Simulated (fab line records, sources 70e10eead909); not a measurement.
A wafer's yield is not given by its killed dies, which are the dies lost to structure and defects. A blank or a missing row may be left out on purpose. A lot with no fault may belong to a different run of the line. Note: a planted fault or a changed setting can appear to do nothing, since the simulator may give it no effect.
fab line records | flow nand_harc | part 2 of 2: steps 24 to 34 of 34
record lots=5 | wafers=15 | last_day=23
route steps=1159 shown A_STAIRCASE@725 A_SGD_CUT@747
lots with no fault: from the same line, run without faults
start_h: hours from the record's opening day to when the first of the lot's shown wafers began | wait_h: hours since the lot's step before | " unchanged from the row above | L1.1+2: one row covering several wafers at once | - no value present, or no start provided | * or withheld: withheld | < > ~ a bound
route shown NAME@n: names a module that has steps shown in the file, with the first one's number in the route | usual: mean and standard deviation over wafers with no fault | same: alike in all rows | chamber/n: place in a boat | sites: the reading at each site | _std_site: how widely they spread, as a standard deviation | _edge_site: outer sites' mean less inner sites' | radius_mm: how far each site lies from the wafer's centre | mask NAME#n: copy n | behind: the tool/chamber that last shaped the wafer | hold: cause of the lot's hold/its duration in hours/its outcome | device: whichever transistor did not switch (one of n, p or np) | end of line: the same wafers' tests at the end of the route | for a step that has no rows: nothing shown but its recipe | killed: dies lost to structure and defects at the first sort, not the wafer's yield | map: shows each die of a wafer: x if killed, . if not, _ if none is there
set.NAME: the setting that was run; set.NAME@STEP: the one run at that earlier step | model.NAME: the simulator's own value behind a step, which no gauge read
a table for each step, a row for each wafer; lots at some steps of the route
services: from which hour (start_h, from the record's first day; less than 0 if before it) a tool's chamber was out of use, for how many hours, and why
## steps
# step NHARC_A_SGD_CUT_COAT_57
# recipe temp_c=225 | time_s=65
# usual chill_plate_temp_C=23.00/0.1
lot.wafer | tool           | chamber | start_h | wait_h | chill_plate_temp_C
L075.3    | litho_track-04 | 0       | -       | -      | 22.96
L075.5    | "              | 0       | "       | "      | 22.94
L075.6    | "              | 0       | "       | "      | 22.97
L074.4    | litho_track-04 | 0       | -       | -      | 22.87
L074.5    | "              | 0       | "       | "      | 22.80
L074.6    | "              | 0       | "       | "      | 22.88
L088.3    | litho_track-06 | 0       | -       | -      | 22.91
L088.4    | "              | 0       | "       | "      | 22.99
L088.6    | "              | 0       | "       | "      | 23.03
L091.1    | litho_track-04 | 0       | -       | -      | 23.04
L091.3    | "              | 0       | "       | "      | 23.08
L091.5    | "              | 0       | "       | "      | 23.00
L093.1    | litho_track-04 | 0       | -       | -      | 23.03
L093.3    | "              | 0       | "       | "      | 23.10
L093.4    | "              | 0       | "       | "      | 23.05
# step NHARC_A_SGD_CUT_COAT_03
# recipe spin_rpm=1500 | resist_thk_nm=90
# usual chill_plate_temp_C=22.99/0.097 | dispense_pressure_kPa=43.4/2.4
lot.wafer | tool           | chamber | start_h | wait_h | chill_plate_temp_C | dispense_pressure_kPa
L075.3    | litho_track-04 | 0       | -       | -      | 22.86              | 45.9
L075.5    | "              | 0       | "       | "      | 22.88              | 45.8
L075.6    | "              | 0       | "       | "      | 22.89              | 45.8
L074.4    | litho_track-04 | 0       | -       | -      | 23.07              | 45.8
L074.5    | "              | 0       | "       | "      | 22.96              | 45.8
L074.6    | "              | 0       | "       | "      | 23.13              | 45.9
L088.3    | litho_track-06 | 0       | -       | -      | 23.17              | 45.6
L088.4    | "              | 0       | "       | "      | 23.21              | 45.6
L088.6    | "              | 0       | "       | "      | 23.19              | 45.6
L091.1    | litho_track-04 | 0       | -       | -      | 23.09              | 45.8
L091.3    | "              | 0       | "       | "      | 22.98              | 45.8
L091.5    | "              | 0       | "       | "      | 23.12              | 45.9
L093.1    | litho_track-04 | 0       | -       | -      | 22.89              | 45.8
L093.3    | "              | 0       | "       | "      | 22.88              | 45.8
L093.4    | "              | 0       | "       | "      | 22.97              | 45.8
# step NHARC_A_SGD_CUT_SOFTBAKE_04
# recipe temp_c=105 | time_s=55
# usual chill_plate_temp_C=22.99/0.1
lot.wafer | tool           | chamber | start_h | wait_h | chill_plate_temp_C
L075.3    | litho_track-04 | 0       | -       | -      | 23.14
L075.5    | "              | 0       | "       | "      | 23.03
L075.6    | "              | 0       | "       | "      | 23.05
L074.4    | litho_track-04 | 0       | -       | -      | 22.98
L074.5    | "              | 0       | "       | "      | 23.02
L074.6    | "              | 0       | "       | "      | 22.87
L088.3    | litho_track-06 | 0       | -       | -      | 23.11
L088.4    | "              | 0       | "       | "      | 23.17
L088.6    | "              | 0       | "       | "      | 23.14
L091.1    | litho_track-04 | 0       | -       | -      | 22.86
L091.3    | "              | 0       | "       | "      | 22.95
L091.5    | "              | 0       | "       | "      | 22.81
L093.1    | litho_track-04 | 0       | -       | -      | 22.86
L093.3    | "              | 0       | "       | "      | 23.10
L093.4    | "              | 0       | "       | "      | 22.95
# step NHARC_A_SGD_CUT_EBR_05
# usual chill_plate_temp_C=22.98/0.11
lot.wafer | tool           | chamber | start_h | wait_h | chill_plate_temp_C
L075.3    | litho_track-04 | 0       | -       | -      | 22.97
L075.5    | "              | 0       | "       | "      | 23.13
L075.6    | "              | 0       | "       | "      | 23.12
L074.4    | litho_track-04 | 0       | -       | -      | 22.93
L074.5    | "              | 0       | "       | "      | 23.00
L074.6    | "              | 0       | "       | "      | 22.95
L088.3    | litho_track-06 | 0       | -       | -      | 23.01
L088.4    | "              | 0       | "       | "      | 23.06
L088.6    | "              | 0       | "       | "      | 23.07
L091.1    | litho_track-04 | 0       | -       | -      | 23.32
L091.3    | "              | 0       | "       | "      | 23.16
L091.5    | "              | 0       | "       | "      | 23.14
L093.1    | litho_track-04 | 0       | -       | -      | 23.00
L093.3    | "              | 0       | "       | "      | 23.07
L093.4    | "              | 0       | "       | "      | 22.96
# step NHARC_A_SGD_CUT_EXPOSE_06
# recipe na=1.35 | dose_mj=85.59 | mask_id=SGD
# same na=1.35
lot.wafer  | tool            | chamber | start_h | wait_h | mask
L075.3+5+6 | arfi_scanner-03 | 0       | 292.40  | -      | SGD#0
L074.4+5+6 | arfi_scanner-03 | 0       | 292.61  | -      | SGD#0
L088.3+4+6 | arfi_scanner-02 | 0       | 387.74  | -      | SGD#0
L091.1+3+5 | arfi_scanner-01 | 0       | 410.90  | -      | SGD#0
L093.1+3+4 | arfi_scanner-02 | 0       | 413.72  | -      | SGD#0
# step NHARC_A_SGD_CUT_PEB_07
# recipe peb_temp_c=100 | peb_time_s=65
# usual chill_plate_temp_C=22.99/0.098
lot.wafer | tool           | chamber | start_h | wait_h | chill_plate_temp_C
L075.3    | litho_track-04 | 0       | 292.45  | 0.1    | 22.87
L075.5    | "              | 0       | "       | "      | 22.86
L075.6    | "              | 0       | "       | "      | 23.02
L074.4    | litho_track-04 | 0       | 292.67  | 0.1    | 23.06
L074.5    | "              | 0       | "       | "      | 22.99
L074.6    | "              | 0       | "       | "      | 22.96
L088.3    | litho_track-06 | 0       | 387.80  | 0.0    | 23.08
L088.4    | "              | 0       | "       | "      | 23.04
L088.6    | "              | 0       | "       | "      | 22.87
L091.1    | litho_track-06 | 0       | 410.95  | 0.1    | 22.79
L091.3    | "              | 0       | "       | "      | 22.86
L091.5    | "              | 0       | "       | "      | 23.04
L093.1    | litho_track-04 | 0       | 413.78  | 0.1    | 23.10
L093.3    | "              | 0       | "       | "      | 22.94
L093.4    | "              | 0       | "       | "      | 23.08
# step NHARC_A_SGD_CUT_DEVELOP_08
# recipe develop_time_s=35 | dev_temp_c=23
# usual chill_plate_temp_C=23.01/0.098
lot.wafer | tool           | chamber | start_h | wait_h | chill_plate_temp_C
L075.3    | litho_track-04 | 0       | -       | -      | 23.20
L075.5    | "              | 0       | "       | "      | 23.10
L075.6    | "              | 0       | "       | "      | 23.13
L074.4    | litho_track-04 | 0       | -       | -      | 23.09
L074.5    | "              | 0       | "       | "      | 23.11
L074.6    | "              | 0       | "       | "      | 23.04
L088.3    | litho_track-06 | 0       | -       | -      | 22.89
L088.4    | "              | 0       | "       | "      | 23.02
L088.6    | "              | 0       | "       | "      | 23.10
L091.1    | litho_track-06 | 0       | -       | -      | 22.92
L091.3    | "              | 0       | "       | "      | 23.01
L091.5    | "              | 0       | "       | "      | 23.04
L093.1    | litho_track-04 | 0       | -       | -      | 22.93
L093.3    | "              | 0       | "       | "      | 22.84
L093.4    | "              | 0       | "       | "      | 22.85
# step NHARC_A_SGD_CUT_CD_MEAS_09
# recipe target_cd_nm=100 | landing_energy_ev=500
# usual cd_nm=100.1/0.71
# same landing_energy_ev=500
lot.wafer | tool      | chamber | start_h | wait_h | cd_nm
L075.3    | cd_sem-03 | 0       | 292.54  | -      | 100.5
L075.5    | "         | 0       | "       | "      | 100.7
L075.6    | "         | 0       | "       | "      | 100.8
L074.4    | cd_sem-01 | 0       | 292.76  | -      | 100.5
L074.5    | "         | 0       | "       | "      | 100.4
L074.6    | "         | 0       | "       | "      | 100.7
L088.3    | cd_sem-02 | 0       | 387.88  | -      | 100.1
L088.4    | "         | 0       | "       | "      | 100.5
L088.6    | "         | 0       | "       | "      | 99.3
L091.1    | cd_sem-02 | 0       | 411.03  | -      | 100.3
L091.3    | "         | 0       | "       | "      | 101.3
L091.5    | "         | 0       | "       | "      | 101.1
L093.1    | cd_sem-03 | 0       | 413.86  | -      | 100.5
L093.3    | "         | 0       | "       | "      | 100.2
L093.4    | "         | 0       | "       | "      | 100.4
# step NHARC_A_SGD_CUT_OVL_MEAS_10
# usual overlay_x_nm=0.1/0.88 | overlay_y_nm=0.0/0.75
lot.wafer | tool       | chamber | start_h | wait_h | overlay_x_nm | overlay_y_nm
L075.3    | overlay-02 | -       | 292.64  | -      | 0.6          | 1.3
L075.5    | "          | -       | "       | "      | -0.6         | 1.2
L075.6    | "          | -       | "       | "      | 0.0          | 1.3
L074.4    | overlay-02 | -       | 292.84  | -      | 0.9          | 0.1
L074.5    | "          | -       | "       | "      | 1.4          | 0.1
L074.6    | "          | -       | "       | "      | 0.9          | -0.4
L088.3    | overlay-02 | -       | 387.97  | -      | -0.4         | 0.8
L088.4    | "          | -       | "       | "      | -0.4         | 0.4
L088.6    | "          | -       | "       | "      | 0.2          | 0.4
L091.1    | overlay-02 | -       | 411.12  | -      | -0.5         | 0.1
L091.3    | "          | -       | "       | "      | 0.2          | -0.3
L091.5    | "          | -       | "       | "      | 0.0          | -0.1
L093.1    | overlay-02 | -       | 413.94  | -      | 2.2          | -0.2
L093.3    | "          | -       | "       | "      | 2.7          | 0.5
L093.4    | "          | -       | "       | "      | 2.7          | 0.7
# step NHARC_A_SGD_CUT_INSPECT_11
# usual raw_defect_count=19/10
lot.wafer | tool              | chamber | start_h | wait_h | raw_defect_count
L075.3    | defect_inspect-02 | -       | 292.68  | 0.0    | 17
L075.5    | "                 | -       | "       | "      | 20
L075.6    | "                 | -       | "       | "      | 23
L074.4    | defect_inspect-02 | -       | 292.88  | 0.0    | 8
L074.5    | "                 | -       | "       | "      | 8
L074.6    | "                 | -       | "       | "      | 6
L088.3    | defect_inspect-01 | -       | 388.01  | 0.0    | 33
L088.4    | "                 | -       | "       | "      | 26
L088.6    | "                 | -       | "       | "      | 33
L091.1    | defect_inspect-01 | -       | 411.16  | 0.0    | 30
L091.3    | "                 | -       | "       | "      | 34
L091.5    | "                 | -       | "       | "      | 35
L093.1    | defect_inspect-01 | -       | 413.98  | 0.0    | 14
L093.3    | "                 | -       | "       | "      | 15
L093.4    | "                 | -       | "       | "      | 16
# step NHARC_A_SGD_CUT_DESCUM_14
# recipe time_s=3 | o2_flow_sccm=200 | ar_flow_sccm=0 | bias_power_w=0 | chemistry=O2
# usual drypump_motor_current_A=5.7/0.57 | oes_product_au=0.996/0.015 | rf_vpp_V=57.7/0.92 | showerhead_plenum_p_Torr=1.88/0.08 | throttle_valve_pct=11.310/0.01
lot.wafer | tool        | chamber | start_h | wait_h | drypump_motor_current_A | oes_product_au | rf_hours_counter_h | rf_vpp_V | showerhead_plenum_p_Torr | throttle_valve_pct
L075.3    | rie_diel-12 | 2       | 292.75  | 0.1    | 6.0                     | 0.980          | 9                  | 59.6     | 1.95                     | 11.319
L075.6    | "           | 0       | "       | "      | 5.9                     | 1.012          | -                  | 58.4     | 2.03                     | 11.296
L075.5    | "           | 1       | "       | "      | 5.4                     | 0.982          | -                  | 58.4     | 1.88                     | 11.323
L074.4    | rie_diel-09 | 1       | 292.95  | 0.1    | 6.7                     | 1.010          | 2                  | 57.5     | 1.80                     | 11.310
L074.5    | "           | 0       | "       | "      | 5.7                     | 0.990          | -                  | 57.2     | 1.86                     | 11.321
L074.6    | "           | 1       | "       | "      | 6.7                     | 1.001          | -                  | 58.6     | 1.80                     | 11.308
L088.3    | rie_diel-09 | 1       | 388.08  | 0.1    | 6.7                     | 1.003          | 8                  | 56.6     | 1.80                     | 11.305
L088.4    | "           | 2       | "       | "      | 6.5                     | 0.978          | 7                  | 57.0     | 1.84                     | 11.310
L088.6    | "           | 3       | "       | "      | 5.2                     | 0.983          | -                  | 56.2     | 1.79                     | 11.320
L091.3    | rie_diel-09 | 1       | 411.23  | 0.1    | 6.7                     | 1.004          | 10                 | 56.7     | 1.80                     | 11.316
L091.1    | "           | 0       | "       | "      | 5.7                     | 0.994          | 9                  | 58.0     | 1.86                     | 11.295
L091.5    | "           | 2       | "       | "      | 6.5                     | 0.970          | -                  | 58.3     | 1.84                     | 11.296
L093.3    | rie_diel-09 | 0       | 414.06  | 0.1    | 5.7                     | 0.989          | 9                  | 56.5     | 1.86                     | 11.314
L093.1    | "           | 2       | "       | "      | 6.5                     | 0.974          | 9                  | 58.2     | 1.84                     | 11.319
L093.4    | "           | 3       | "       | "      | 5.2                     | 0.977          | 9                  | 57.7     | 1.79                     | 11.307
## services
tool            | chamber | start_h | hours | kind
cmp-01          | -       | 265.28  | 3.7   | repair
wet_bench-07    | -       | 272.00  | 8.0   | pm
plasma_asher-01 | -       | 276.20  | 9.0   | pm
litho_track-06  | -       | 292.00  | 7.0   | pm
cmp-01          | -       | 292.42  | 1.8   | repair
cmp-01          | -       | 301.01  | 4.0   | pm
rie_diel-11     | 0       | 306.26  | 16.5  | repair
rie_diel-11     | 1       | 308.35  | 5.1   | repair
rie_diel-03     | 2       | 312.97  | 20.5  | repair
litho_track-04  | -       | 316.00  | 7.0   | pm
wet_bench-03    | -       | 322.45  | 8.0   | pm
cmp-02          | -       | 325.28  | 4.0   | pm
rie_diel-02     | -       | 327.80  | 9.0   | pm
cmp-01          | -       | 348.71  | 2.7   | repair
wet_bench-03    | -       | 355.43  | 1.7   | repair
rie_diel-11     | -       | 368.22  | 9.0   | pm
wet_bench-01    | -       | 370.97  | 2.9   | repair
wet_bench-07    | -       | 386.24  | 9.3   | repair
wet_bench-01    | -       | 389.60  | 8.0   | pm
rie_diel-03     | -       | 392.56  | 9.0   | pm
cmp-01          | -       | 392.85  | 2.6   | repair
cmp-01          | -       | 399.01  | 4.0   | pm
cmp-02          | -       | 399.78  | 2.9   | repair
wet_bench-07    | -       | 406.82  | 2.0   | repair
